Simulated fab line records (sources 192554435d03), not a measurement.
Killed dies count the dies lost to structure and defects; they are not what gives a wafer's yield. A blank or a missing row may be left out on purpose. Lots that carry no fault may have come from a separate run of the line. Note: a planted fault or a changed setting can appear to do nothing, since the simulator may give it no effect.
Which tool is to blame?	flow n5 finfet	9 lots with 26 wafers sampled at 5 steps, on a route of 1938 steps

== WHAT EACH GAUGE READ, for each wafer ==
N5_BEOL_M4_RC_MEAS_101. Usual: DIBL_N 36.0 mV/V, standard deviation 1.6; DIBL_P 36.1 mV/V, standard deviation 2; IOFF_N 0.160 nA/um, standard deviation 0.029; IOFF_P 0.21 nA/um, standard deviation 0.039; ION_N 675 uA/um, standard deviation 13; ION_P 464 uA/um, standard deviation 8.8; SS_N 71.5 mV/dec, standard deviation 0.58; SS_P 73.3 mV/dec, standard deviation 0.65; VT_N 250 mV, standard deviation 3.3; VT_P -249 mV, standard deviation 3.6.
lot	measured	on	DIBL_N (mV/V)	DIBL_P (mV/V)	IOFF_N (nA/um)	IOFF_P (nA/um)	ION_N (uA/um)	ION_P (uA/um)	SS_N (mV/dec)	SS_P (mV/dec)	VT_N (mV)	VT_P (mV)	flag
L596	day 8 01:37	prober-01	37.5 36.0	36.4 34.5	0.174 0.149	0.24 0.21	666 667	460 460	71.8 71.1	74.0 72.7	251 251	-248 -250	
L597	day 8 07:10	prober-01	34.1 36.9 33.7	34.5 37.5 33.5	0.128 0.173 0.118	0.17 0.22 0.15	666 693 665	456 473 452	72.0 71.0 71.2	72.5 73.4 72.2	252 248 255	-252 -248 -255	
L598	day 8 18:49	prober-02	34.2 36.3 33.9	34.1 36.7 33.6	0.121 0.150 0.110	0.15 0.18 0.14	653 673 649	451 456 448	71.7 72.6 71.4	72.7 74.0 72.3	254 252 255	-259 -255 -259	
L603	day 10 03:58	prober-01	37.1 34.3 34.3	36.8 35.2 34.8	0.180 0.130 0.132	0.20 0.18 0.18	669 658 672	454 452 462	71.5 71.1 71.1	73.3 72.9 73.6	251 256 251	-251 -250 -252	
L608	day 10 22:27	prober-01	35.6 36.5 37.4	34.9 37.6 37.6	0.155 0.178 0.204	0.22 0.27 0.28	652 689 685	457 474 472	71.7 71.2 72.0	72.7 74.2 73.3	250 247 246	-248 -246 -245	
L610	day 12 01:01	prober-01	37.8 36.3 36.0	37.4 35.7 34.8	0.193 0.152 0.136	0.20 0.18 0.16	694 681 657	463 461 444	71.6 71.6 71.0	74.1 74.1 72.7	245 251 253	-251 -252 -254	
L612	day 12 04:14	prober-01	37.1 35.7 34.8	38.1 36.5 35.1	0.203 0.154 0.144	0.22 0.20 0.18	685 661 670	463 463 455	71.5 71.4 70.7	73.6 73.8 72.9	245 248 250	-248 -248 -253	
L613	day 12 22:20	prober-02	37.0 38.7 38.2	37.9 39.9 40.1	0.177 0.218 0.195	0.24 0.30 0.29	694 711 689	478 482 480	72.3 72.2 72.1	73.2 74.3 73.8	245 244 244	-245 -244 -244	
L616	day 13 06:37	prober-02	31.8 32.8 35.6	33.0 34.9 37.3	0.115 0.123 0.171	0.18 0.21 0.24	667 663 681	461 468 471	70.8 71.1 71.3	72.4 73.2 73.8	256 254 249	-250 -246 -247	

== EACH LOT AND THE TOOL THAT RAN IT (in order: tool; ch and the chambers of the sampled wafers; start) ==
lot	N5_PMOS_HMC_CHANNEL_EPI_STRIP_33	N5_FIN_SAQP_PECVD_47	N5_FIN_SAQP_COAT_50	N5_FIN_SAQP_DESCUM_21
L596	rie diel-01 ch 0,2, day 1 23:24	pecvd-02 ch 0,1, day 2 02:57	litho track-04 ch 0, day 2 03:14	rie diel-04 ch 0,2, day 2 03:54
L597	rie diel-02 ch 0,1,3, day 2 05:38	pecvd-04 ch 0,1, day 2 09:40	litho track-01 ch 0, day 2 10:04	rie diel-03 ch 0,1,3, day 2 10:34
L598	rie diel-05 ch 0,1,3, day 2 11:14	pecvd-02 ch 0,1,2, day 2 14:31	litho track-04 ch 0, day 2 14:50	rie diel-03 ch 1,2,3, day 2 15:18
L603	rie diel-05 ch 2,3, day 3 17:48	pecvd-01 ch 0,1, day 3 21:48	litho track-01 ch 0, day 3 22:05	rie diel-03 ch 1,3, day 3 22:33
L608	rie diel-05 ch 1,2,3, day 4 23:48	pecvd-01 ch 0,1,2, day 5 03:28	litho track-01 ch 0, day 5 03:46	rie diel-06 ch 1,2,3, day 5 04:23
L610	rie diel-02 ch 0,1,2, day 5 12:20	pecvd-02 ch 0,1, day 5 15:52	litho track-01 ch 0, day 5 16:09	rie diel-04 ch 1,3, day 5 16:55
L612	rie diel-05 ch 1,2,3, day 5 23:38	pecvd-01 ch 0,1, day 6 03:02	litho track-05 ch 0, day 6 03:19	rie diel-06 ch 0,1, day 6 03:40
L613	rie diel-02 ch 2,3, day 6 05:46	pecvd-02 ch 0,1, day 6 09:26	litho track-04 ch 0, day 6 09:44	rie diel-06 ch 0,1,2, day 6 10:12
L616	rie diel-02 ch 0,1, day 7 00:31	pecvd-04 ch 0,1,2, day 7 04:09	litho track-05 ch 0, day 7 04:26	rie diel-06 ch 0,2, day 7 04:57
- N5_PMOS_HMC_CHANNEL_EPI_STRIP_33: strips in N2/H2.
- N5_FIN_SAQP_PECVD_47: deposits a-Si from SiH4/He, target thk 45 nm, time 36.3 s.
- N5_FIN_SAQP_COAT_50: time 60 s, resist thk 35 nm.
- N5_FIN_SAQP_DESCUM_21: chemistry O2, time 7.9 s.

== WHAT THE TOOLS THEMSELVES READ (means of the sampled wafers that have a number; where no wafer has one, the mark that the record gives instead) ==
N5_PMOS_HMC_CHANNEL_EPI_STRIP_33. Usual: bias power w 7.998 W, standard deviation 0.024; chamber pressure mTorr 50.00 mTorr, standard deviation 0.086; drypump motor current A 5.8 A, standard deviation 0.38; oes product au 0.78 a.u., standard deviation 0.068; rf vpp V 54.4 V, standard deviation 1.8; showerhead plenum p Torr 3.39 Torr, standard deviation 0.12; throttle valve pct 18.9 %, standard deviation 0.37.
lot	tool	bias power w (W)	chamber pressure mTorr (mTorr)	drypump motor current A (A)	oes product au (a.u.)	rf vpp V (V)	showerhead plenum p Torr (Torr)	throttle valve pct (%)	flag
L596	rie diel-01	8.023	50.09	6.0	0.79	55.0	3.37	18.7	
L597	rie diel-02	8.026	49.95	6.0	0.76	54.2	3.36	18.8	
L598	rie diel-05	7.985	49.99	5.7	0.80	52.7	3.42	19.0	
L603	rie diel-05	8.015	49.91	5.6	0.73	54.4	3.49	18.8	
L608	rie diel-05	7.970	50.03	5.6	0.74	54.6	3.39	19.1	
L610	rie diel-02	7.983	49.95	5.7	0.76	55.1	3.38	18.8	
L612	rie diel-05	8.004	49.89	5.6	0.73	54.5	3.39	19.1	
L613	rie diel-02	7.992	50.04	5.3	0.74	54.0	3.30	19.1	
L616	rie diel-02	8.005	50.09	5.9	0.74	54.4	3.38	18.8	

N5_FIN_SAQP_PECVD_47. Usual: heater power w 793 W, standard deviation 92; rf fwd power W 98.9 W, standard deviation 0.4; showerhead plenum p Torr 5.63 Torr, standard deviation 0.044; throttle valve pct 18.4 %, standard deviation 0.89.
lot	tool	heater power w (W)	rf fwd power W (W)	showerhead plenum p Torr (Torr)	throttle valve pct (%)	flag
L596	pecvd-02	913	98.4	5.62	18.6	
L597	pecvd-04	838	98.9	5.64	18.2	
L598	pecvd-02	831	98.7	5.59	18.4	
L603	pecvd-01	705	99.0	5.65	19.3	
L608	pecvd-01	736	98.8	5.64	18.6	
L610	pecvd-02	882	98.5	5.63	18.4	
L612	pecvd-01	683	99.3	5.64	18.6	
L613	pecvd-02	933	98.4	5.59	19.1	
L616	pecvd-04	879	98.7	5.66	17.8	

N5_FIN_SAQP_COAT_50. Usual: spin speed rpm at 1500.1 rpm, with a standard deviation of 1.
lot	tool	spin speed rpm (rpm)	flag
L596	litho track-04	1500.2	
L597	litho track-01	1500.3	
L598	litho track-04	1501.8	
L603	litho track-01	1500.7	
L608	litho track-01	1420.6	OFF
L610	litho track-01	1420.0	OFF
L612	litho track-05	1498.9	
L613	litho track-04	1501.0	
L616	litho track-05	1500.0	

N5_FIN_SAQP_DESCUM_21. Usual: bias power w 20.00 W, standard deviation 0.059; chamber pressure mTorr 20.001 mTorr, standard deviation 0.024; drypump motor current A 5.6 A, standard deviation 0.63; oes product au 0.80 a.u., standard deviation 0.091; rf fwd power W 49.30 W, standard deviation 0.3; rf vpp V 242.3 V, standard deviation 1.2; showerhead plenum p Torr 2.04 Torr, standard deviation 0.052; throttle valve pct 20.49 %, standard deviation 0.2.
lot	tool	bias power w (W)	chamber pressure mTorr (mTorr)	drypump motor current A (A)	oes product au (a.u.)	rf fwd power W (W)	rf vpp V (V)	showerhead plenum p Torr (Torr)	throttle valve pct (%)	flag
L596	rie diel-04	20.02	20.017	5.7	0.76	49.20	242.1	2.04	20.38	
L597	rie diel-03	19.94	20.006	6.0	0.70	49.18	243.4	2.04	20.70	
L598	rie diel-03	20.02	20.009	6.0	0.70	49.33	240.5	2.01	20.50	
L603	rie diel-03	20.01	19.985	6.5	0.71	49.46	242.9	1.98	20.54	
L608	rie diel-06	19.94	19.976	5.6	0.77	49.13	241.8	2.03	20.55	
L610	rie diel-04	19.99	20.000	5.8	0.91	49.49	242.8	2.07	20.57	
L612	rie diel-06	20.02	19.994	5.0	0.85	49.44	242.4	2.02	20.32	
L613	rie diel-06	20.02	19.984	5.1	0.81	49.27	242.4	2.01	20.41	
L616	rie diel-06	20.00	20.008	5.3	0.77	49.03	241.1	1.99	20.49	

== THE ANSWER, worked out from the rows above alone ==
Rule: lot off if the mean of its wafers having a number is beyond 3 standard deviations from the usual mean. Also off: a lot with no number at a reading for which 4 or more lots have one. Where the step has rows for the other lots, those lots are counted as sound. First the gauges in route order, then the tools' own readings, where a lot's mean is used as printed above. At the first step where some lot is off, the reading lying furthest off is the one used; lots without a number count as furthest.
Off: L608, L610 (N5_FIN_SAQP_COAT_50, spin speed rpm).
If a tool, at that step or one of the process steps before it, ran each lot that is off and ran no sound lot following the first of them, it fits. One fits: litho track-01 at N5_FIN_SAQP_COAT_50. Its last sound lot is L603 (day 3 22:05), its first lot that is off L608 (day 5 03:46): a fault that began between those two fits.
The tool's own readings at N5_FIN_SAQP_COAT_50 bear it out: on the lots that are off they differ by more than 5 times the standard deviation of the sound lots' means. spin speed rpm reads 1420.3 rpm there against 1500.4 rpm on the sound lots.

== WHAT THE SIMULATOR HAD INSERTED ==
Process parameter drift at N5_FIN_SAQP_COAT_50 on litho track-01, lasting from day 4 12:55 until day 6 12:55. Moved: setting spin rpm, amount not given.
Shown lots that were struck: L608, L610. The rule above reached the same finding.
